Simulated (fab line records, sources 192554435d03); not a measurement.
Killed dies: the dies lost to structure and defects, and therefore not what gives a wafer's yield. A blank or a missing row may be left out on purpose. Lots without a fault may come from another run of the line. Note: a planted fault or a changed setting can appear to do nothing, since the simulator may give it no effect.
fab line records -- flow n5Finfet
[record] lots = 7, wafers = 21
route steps=1938 shown BEOL_M14@1722 BEOL_M15@1820 PASSIVATION@1929
startH: hours from the record's opening day to when the first of the lot's shown wafers began -- waitH: hours since the lot's step before -- " repeats the value in the row above -- L1.1+2: one row covering several wafers at once -- - no value present, or no start provided -- * or withheld: withheld -- < > ~ a bound
route shown NAME@n: names a module that has steps shown in the file, with the first one's number in the route -- usual: mean/standard deviation of fault-free wafers -- same: alike in all rows -- chamber/n: place in a boat -- sites: the reading at each site -- _std_site: standard deviation across them -- _edge_site: outer sites' mean less inner sites' -- radiusMm: how far each site lies from the wafer's centre -- mask NAME#n: copy n -- behind: tool/chamber where the wafer was last shaped -- hold: the reason the lot was held/the length of the hold in hours/how it ended -- device: the n, p or np transistor that did not switch -- end of line: the tests these same wafers got at the end of their route -- a step with no rows: only its recipe -- killed: dies that structure and defects cost at the first sort, which is not the same as the wafer's yield -- map: a wafer's dies, marking killed ones x, the rest . and places with no die _
set.NAME: the setting the step ran with; set.NAME@STEP: the setting that earlier step ran with -- model.NAME: the simulator's own value behind a step, which no gauge read
lots where settings were altered on purpose, with a table for each step and a row for each wafer
[[steps]]
[step N5_BEOL_M14_EXPOSE_07]
[recipe] maskId = V13, na = 0.8, sourceShape = annular, sigmaInner = 0.5, sigmaOuter = 0.8, polarization = unpolarized, attpsmPhaseDeg = 180, doseMj = 57
lot.wafer,tool,chamber,startH,waitH,mask,set.doseMj
L075.2+4,krfScanner-02,0,264.89,-,V13#0,54.14
L075.6,krfScanner-02,0,264.89,-,V13#0,57
L077.3+5,krfScanner-01,0,272.00,-,V13#0,54.51
L077.6,krfScanner-01,0,272.00,-,V13#0,57
L079.2,krfScanner-02,0,287.37,-,V13#0,57
L079.4+6,krfScanner-02,0,287.37,-,V13#0,53.8
L078.2+4+6,krfScanner-01,0,312.30,-,V13#0,57
L086.1+2+6,krfScanner-01,0,338.52,-,V13#0,57
L087.2+3+6,krfScanner-01,0,352.89,-,V13#0,57
L089.2+5+6,krfScanner-01,0,372.64,-,V13#0,57
[step N5_BEOL_M14_PEB_08]
[recipe] pebTempC = 130, pebTimeS = 90
[step N5_BEOL_M14_DEVELOP_09]
[recipe] developTimeS = 45, rinseLiquid = diw, dry = airSpin, devTempC = 21
[step N5_BEOL_M14_DESCUM_15]
[recipe] chemistry = O2, timeS = 7.9, sourcePowerW = 50, biasPowerW = 20, pressureMtorr = 20, rfFrequencyHz = 2.712e+07, tempC = 40, o2FlowSccm = 225
[step N5_BEOL_M14_ETCH_59]
[recipe] chemistry = N2/H2, target = BARC, targetDepthA = 890, overetchA = 267, timeS = 67.9, ionEnergyEv = 200, pressureMtorr = 30, sourceW = 840, biasW = 150, n2FlowSccm = 200, h2FlowSccm = 200
[step N5_BEOL_M14_VIA_ETCH_16]
[recipe] chemistry = C4F8/O2/Ar, target = SiO2, heInnerTorr = 15, heOuterTorr = 30, targetDepthA = 12313, timeS = withheld, ionEnergyEv = 800, pressureMtorr = 20, sourceW = 1905, biasW = 2040, Ar_flow_sccm = 400, C4F8_flow_sccm = 16, O2_flow_sccm = 12, ends = cleared
lot.wafer,tool,chamber,startH,waitH,set.timeS@BEOL_M14_ILD_DEP_00,model.etch.depthNm,model.coat_of_BEOL_M14_COAT_04.thkNm
L075.2,rieDiel-05,1,265.23,0.0,*,1137,446.8
L075.4,rieDiel-05,1,265.23,0.0,*,1151,442.2
L075.6,rieDiel-05,2,265.23,0.0,*,1125,447.2
L077.3,rieDiel-04,1,272.34,0.0,*,1085,465.4
L077.5,rieDiel-04,0,272.34,0.0,*,1035,470.2
L077.6,rieDiel-04,2,272.34,0.0,*,1108,450.6
L079.2,rieDiel-05,0,287.72,0.0,*,1119,459.8
L079.4,rieDiel-05,1,287.72,0.0,*,1027,475.2
L079.6,rieDiel-05,0,287.72,0.0,*,1067,473.4
L078.2,rieDiel-06,2,312.86,0.0,*,1101,458.2
L078.4,rieDiel-06,2,312.86,0.0,*,1135,450
L078.6,rieDiel-06,1,312.86,0.0,*,1105,460
L086.1,rieDiel-04,3,338.94,0.0,*,1198,434.6
L086.2,rieDiel-04,2,338.94,0.0,*,1126,454.2
L086.6,rieDiel-04,3,338.94,0.0,*,1209,430.6
L087.2,rieDiel-05,3,353.24,0.0,*,1084,457.8
L087.3,rieDiel-05,0,353.24,0.0,*,1111,463.8
L087.6,rieDiel-05,0,353.24,0.0,*,1013,485
L089.2,rieDiel-04,1,372.98,0.0,*,1119,460.2
L089.5,rieDiel-04,3,372.98,0.0,*,1128,450.4
L089.6,rieDiel-04,0,372.98,0.0,*,1108,452.6
[step N5_BEOL_M14_STRIP_63]
[recipe] chemistry = O2, powerW = 600, tempC = 60, pressureMtorr = 30, rfFrequencyHz = 6e+07, biasPowerW = 0, overashFraction = 0.3, o2FlowSccm = 225
[step N5_BEOL_M14_STRIP_64]
[recipe] chemistry = O2, powerW = 600, tempC = 60, pressureMtorr = 30, rfFrequencyHz = 6e+07, biasPowerW = 0, overashFraction = 0.3, o2FlowSccm = 225
[step N5_BEOL_M14_STRIP_37]
[recipe] chemistry = O2, powerW = 600, tempC = 60, pressureMtorr = 30, rfFrequencyHz = 6e+07, biasPowerW = 0, overashFraction = 0.3, o2FlowSccm = 225
[step N5_BEOL_M14_ETCH_38]
[recipe] chemistry = CF4/N2, target = SiCN, targetDepthA = 1065, taperDeg = 2, timeS = 120.6, ionEnergyEv = 150, maskMaterial = SiO2, pressureMtorr = 40, sourceW = 430, biasW = 70, Ar_flow_sccm = 100, cf4FlowSccm = 60, n2FlowSccm = 60
lot.wafer,tool,chamber,startH,waitH,set.timeS@BEOL_M14_ILD_DEP_00,model.SiO2_of_BEOL_M14_ILD_DEP_00.thkNm
L075.2,rieDiel-04,2,-,-,237.4,1073
L075.4,rieDiel-04,2,-,-,237.4,1086
L075.6,rieDiel-04,1,-,-,237.4,1061
L077.3,rieDiel-06,3,-,-,237.4,1019
L077.5,rieDiel-06,2,-,-,227.1,968.2
L077.6,rieDiel-06,3,-,-,237.4,1042
L079.2,rieDiel-05,0,-,-,237.4,1058
L079.4,rieDiel-05,2,-,-,220.7,960.6
L079.6,rieDiel-05,1,-,-,220.7,1001
L078.2,rieDiel-04,0,-,-,237.4,1033
L078.4,rieDiel-04,1,-,-,237.4,1070
L078.6,rieDiel-04,3,-,-,237.4,1040
L086.1,rieDiel-06,0,-,-,256.7,1135
L086.2,rieDiel-06,3,-,-,237.4,1061
L086.6,rieDiel-06,1,-,-,256.7,1141
L087.2,rieDiel-06,3,-,-,237.4,1019
L087.3,rieDiel-06,2,-,-,237.4,1044
L087.6,rieDiel-06,2,-,-,211.3,946.2
L089.2,rieDiel-06,3,-,-,237.4,1054
L089.5,rieDiel-06,0,-,-,237.4,1065
L089.6,rieDiel-06,3,-,-,237.4,1042
[step N5_BEOL_M14_DEP_53]
[recipe] material = SiCN, targetThkA = 500, tempC = withheld, precursor = 3MS/NH3, pressureTorr = 3, rfW = 675, timeS = 17.8
lot.wafer,tool,chamber,startH,waitH,set.timeS,model.SiCN_of_BEOL_M14_DEP_53.thkNm
L075.2,pecvd-03,0,270.48,0.0,17.8,49
L075.4,pecvd-03,0,270.48,0.0,15.25,42
L075.6,pecvd-03,1,270.48,0.0,17.8,49.6
L077.3,pecvd-02,1,277.21,0.0,15.67,43.2
L077.5,pecvd-02,2,277.21,0.0,15.67,43
L077.6,pecvd-02,1,277.21,0.0,17.8,50
L079.2,pecvd-03,2,291.24,0.0,17.8,48.8
L079.4,pecvd-03,1,291.24,0.0,18.77,53.2
L079.6,pecvd-03,2,291.24,0.0,17.8,49.6
L078.2,pecvd-03,1,317.45,0.0,17.8,49.4
L078.4,pecvd-03,1,317.45,0.0,17.8,50.4
L078.6,pecvd-03,0,317.45,0.0,17.8,50
L086.1+2,pecvd-02,"2,1",342.30,0.0,17.8,49.4
L086.6,pecvd-02,0,342.30,0.0,17.8,51
L087.2,pecvd-02,0,357.34,0.0,17.8,50.8
L087.3,pecvd-02,1,357.34,0.0,19.47,54.4
L087.6,pecvd-02,0,357.34,0.0,19.47,55.6
L089.2,pecvd-02,0,376.84,0.0,19.2,53.4
L089.5,pecvd-02,1,376.84,0.0,17.8,50
L089.6,pecvd-02,0,376.84,0.0,19.2,54.4
[step N5_BEOL_M15_SPUTTER_44]
[recipe] material = Ta, targetThkA = 150, tempC = 50, biasV = 80, powerW = 15000, chamberPressurePa = 0.07, timeS = 24.19
lot.wafer,tool,chamber,startH,waitH,set.powerW,model.Ta_of_BEOL_M15_SPUTTER_44.thkNm
L075.2+6,pvdSputter-03,-,274.32,0.0,15000,15
L075.4,pvdSputter-03,-,274.32,0.0,16450,16.4
L077.3,pvdSputter-02,-,282.96,0.0,16590,16.6
L077.5+6,pvdSputter-02,-,282.96,0.0,15000,15.4
L079.2,pvdSputter-01,-,299.15,0.0,15000,15.2
L079.4,pvdSputter-01,-,299.15,0.0,15000,15.4
L079.6,pvdSputter-01,-,299.15,0.0,12500,12.8
L078.2+4,pvdSputter-02,-,321.47,0.0,15000,15
L078.6,pvdSputter-02,-,321.47,0.0,15000,14.8
L086.1,pvdSputter-01,-,347.31,0.0,15000,15.2
L086.2,pvdSputter-01,-,347.31,0.0,15000,14.8
L086.6,pvdSputter-01,-,347.31,0.0,15000,15
L087.2+3,pvdSputter-02,-,361.70,0.0,15000,15
L087.6,pvdSputter-02,-,361.70,0.0,16100,16
L089.2,pvdSputter-01,-,384.37,0.0,16140,16.4
L089.5,pvdSputter-01,-,384.37,0.0,15000,14.8
L089.6,pvdSputter-01,-,384.37,0.0,15000,15.2
[step N5_PASSIVATION_PASS_ETCH_47]
[recipe] chemistry = CF4/O2, target = SiNx, targetDepthA = 7700, timeS = 385, ionEnergyEv = 100, pressureMtorr = 40, sourceW = 535, biasW = 49, Ar_flow_sccm = 100, cf4FlowSccm = 100, O2_flow_sccm = 10
lot.wafer,tool,chamber,startH,waitH,set.sourceW,model.etch.depthNm
L075.2,rieDiel-06,0,286.78,0.0,535,736.6
L075.4,rieDiel-06,2,286.78,0.0,623,871.9
L075.6,rieDiel-06,3,286.78,0.0,623,894.2
L077.3,rieDiel-04,1,297.87,0.0,535,784.8
L077.5,rieDiel-04,0,297.87,0.0,535,783
L077.6,rieDiel-04,1,297.87,0.0,535,781.9
L079.2,rieDiel-04,3,310.91,0.0,472.8,728.2
L079.4,rieDiel-04,2,310.91,0.0,535,763.5
L079.6,rieDiel-04,3,310.91,0.0,535,810.5
L078.2,rieDiel-05,0,338.57,0.0,535,731.6
L078.4,rieDiel-05,3,338.57,0.0,535,807.9
L078.6,rieDiel-05,2,338.57,0.0,535,796.1
L086.1,rieDiel-06,0,363.52,0.0,607.9,849.4
L086.2,rieDiel-06,2,363.52,0.0,607.9,867.1
L086.6,rieDiel-06,2,363.52,0.0,535,781.2
L087.2,rieDiel-04,0,373.90,0.0,535,782.2
L087.3,rieDiel-04,1,373.90,0.0,535,788.3
L087.6,rieDiel-04,3,373.90,0.0,535,800
L089.2,rieDiel-06,0,395.95,0.0,598.7,844.7
L089.5,rieDiel-06,3,395.95,0.0,598.7,868.3
L089.6,rieDiel-06,0,395.95,0.0,535,767.6
[[key]]
[split] step = N5_BEOL_M14_EXPOSE_07, setting = doseMj, stated = 57, by = wafer
response none clear
[split] step = N5_BEOL_M14_DEP_53, setting = timeS, stated = 17.8, by = wafer
[response] step = N5_BEOL_M14_DEP_53, reading = model.SiCN_of_BEOL_M14_DEP_53.thkNm, change = +0.528, per = 1%, r = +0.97
[split] step = N5_BEOL_M15_SPUTTER_44, setting = powerW, stated = 15000, by = wafer
[response] step = N5_BEOL_M15_SPUTTER_44, reading = model.Ta_of_BEOL_M15_SPUTTER_44.thkNm, change = +0.144, per = 1%, r = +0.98
[split] step = N5_PASSIVATION_PASS_ETCH_47, setting = sourceW, stated = 535, by = wafer
[response] step = N5_PASSIVATION_PASS_ETCH_47, reading = model.etch.depthNm, change = +7.09, per = 1%, r = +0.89
split outsideThisFile step=N5_BEOL_M14_ILD_DEP_00 setting=timeS
// split outsideThisFile: this setting was split too, and the file shows its column; the key of that split is in another file
